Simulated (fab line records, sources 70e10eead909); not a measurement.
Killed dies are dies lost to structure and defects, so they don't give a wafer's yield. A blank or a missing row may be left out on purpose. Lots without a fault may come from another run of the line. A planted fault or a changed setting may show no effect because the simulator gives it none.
A struck lot beside a sound one | flow nand_harc | 11 steps out of a route of 1159
Sound: wafers L893.2, L893.4, L893.6. Struck: wafers L886.3, L886.4, L886.6. The cause comes at the end.
At each step with rows: each side's tool, then ch and its chambers, then its first start. Under that, the readings that differ: sound wafers | struck wafers | difference of the means | sigmas: that difference in standard deviations of wafers without a fault.
alike: readings whose means differ by less than 2 such deviations, and words and numbers that are the same on both sides. not compared: withheld readings, readings that some wafer has no value for, bounds like >300 that may hide the same value, and numbers for which the record gives no deviation and whose values overlap.
The two part at a step that has a row with sigmas, a row that says differs or no value, or rows on one side only. Numbers that don't overlap but have no deviation are shown without sigmas and don't part them. A reading that every wafer of one side lacks parts them only if that side has two wafers or more.

first, 1 step without rows for these wafers: NHARC_A_WL_FILL_CVD_23 (deposits poly-Si, target thk 40 nm, time 800 s).
NHARC_A_WL_FILL_ETCHBACK_26: etches the open film in HBr, target depth 52 nm, time 13.3 s.
  sound on rie_si-05 ch 0,1,2, day 19 16:34; struck on rie_si-01 ch 0,1,3, day 18 02:38
  alike: drypump_motor_current_A, oes_product_au, throttle_valve_pct
  not compared: rf_hours_counter_h
then, 2 steps without rows for these wafers: NHARC_A_WL_FILL_PRECLEAN_30 (cleans in dHF, time 10 s); NHARC_A_WL_FILL_SRD_14.
NHARC_A_WL_FILL_ALD_19: deposits TiN, target thk 2 nm, pulse time 3 s, ald cycles 100.
  sound on ald_metal-04 ch 0,2,3, day 19 16:52; struck on ald_metal-03 ch 0,3, day 18 02:55
  alike: heater_power_w, precursor_pulse_height_rel
NHARC_A_WL_FILL_CVD_20: deposits W, target thk 75 nm, time 5064 s.
  sound on cvd_w-02 ch 0,1; struck on cvd_w-01 ch 0,1
  reading                | sound          | struck         | difference | sigmas
  heater_power_w (W)     | 437 445 429    | 484 507 498    | +59        | +2
  throttle_valve_pct (%) | 7.52 7.67 7.62 | 8.07 8.16 7.80 | +0.41      | +2
NHARC_A_WL_FILL_CMP_12: polishes, t overpolish 30 s, target thk 75 nm.
  sound on cmp-03 ch 0,1,3, day 19 22:08; struck on cmp-04 ch 1,2, day 18 08:05
  alike: motor_current_A, overpolish_run_s, time_to_endpoint_s
then, 1 step without rows for these wafers: NHARC_A_WL_FILL_SRD_31.
NHARC_A_WL_FILL_INSPECT_15:
  sound on defect_inspect-02, day 19 22:36; struck on defect_inspect-02, day 18 08:34
  alike: raw_defect_count
NHARC_A_CONTACT_DEP_24: deposits SiO2, target thk 500 nm.
  sound on pecvd-03 ch 0,2, day 19 22:49; struck on pecvd-01 ch 0,2, day 18 09:22
  alike: heater_power_w, throttle_valve_pct
-- the record jumps here: 3 days lie between the struck wafers' starts before and after (it left off in module A_CONTACT and takes up again in module END, whose first step shown is number 1159 of the route) --
NHARC_END_SORT_01:
  sound on prober-02 ch 0, day 23 09:05; struck on prober-02 ch 0, day 21 12:05
  reading         | sound    | struck   | difference | sigmas
  killed_at_array | 42 33 45 | 12 9 11  | -29        | -2
  killed_dies     | 47 41 53 | 22 14 16 | -30        | -2
  alike: killed_at_other, killed_at_periphery, killed_open, killed_short

WHERE THEY PART
First at NHARC_A_WL_FILL_CVD_20; last, within this record, at NHARC_END_SORT_01.

WHY: what the simulator had put in
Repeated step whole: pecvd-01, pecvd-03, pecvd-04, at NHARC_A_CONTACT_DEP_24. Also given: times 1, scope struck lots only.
